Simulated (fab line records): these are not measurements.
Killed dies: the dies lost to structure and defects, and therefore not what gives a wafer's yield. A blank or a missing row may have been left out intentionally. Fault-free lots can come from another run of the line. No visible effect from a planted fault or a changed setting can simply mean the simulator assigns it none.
Matching of chambers :: flow nand harc :: cmp-02 running NHARC_P_BONDPAD_CMP_32: 4 sister chambers
The step polishes SiCN, target thk 200 nm. 4 wafers are shown with their chamber, then 8 later ones without.

## WAFERS, EACH WITH ITS CHAMBER
wafer: L082.3
chamber: 1
motor current A (A): 11.8

wafer: L085.1
chamber: 3
motor current A (A): 11.8

wafer: L085.6
chamber: 0
motor current A (A): 11.9

wafer: L087.3
chamber: 2
motor current A (A): 12.6

## WAFERS WHOSE CHAMBER IS MISSING
wafer: L087.5
motor current A (A): 11.9

wafer: L087.6
motor current A (A): 11.7

wafer: L092.2
motor current A (A): 11.6

wafer: L092.5
motor current A (A): 11.6

wafer: L092.6
motor current A (A): 11.2

wafer: L097.3
motor current A (A): 12.3

wafer: L097.5
motor current A (A): 13.0

wafer: L097.6
motor current A (A): 12.0

## THE CHAMBER EACH PASSED THROUGH
wafer: L087.5
from the rows above: can't be placed: 0 or 1 or 3
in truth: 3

wafer: L087.6
from the rows above: can't be placed: 1 or 3 or 0
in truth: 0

wafer: L092.2
from the rows above: can't be placed: 1 or 3 or 0
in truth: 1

wafer: L092.5
from the rows above: can't be placed: 1 or 3 or 0
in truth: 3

wafer: L092.6
from the rows above: can't be placed: 1 or 3 or 0
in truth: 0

wafer: L097.3
from the rows above: can't be placed: 2 or 0 or 1 or 3
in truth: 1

wafer: L097.5
from the rows above: 2
in truth: 2

wafer: L097.6
from the rows above: can't be placed: 0 or 1 or 3 or 2
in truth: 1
1 of 8 placed correctly. Not placeable from these rows: 7 (in 7, the candidates include the true chamber). 0 placed wrongly.
How it was worked out, from the rows above alone: a wafer's distance from a chamber is the root of the sum, over the readings, of the square of ((its reading less the chamber's mean) divided by the reading's scatter). If the next closest chamber is less than 2 further off than the closest, the wafer can't be placed; otherwise it belongs to the closest. For every chamber, the mean is computed from those of its wafers that are shown. The scatter: root of mean squared gap, hidden wafer to nearest shown wafer, with one shown wafer a chamber.
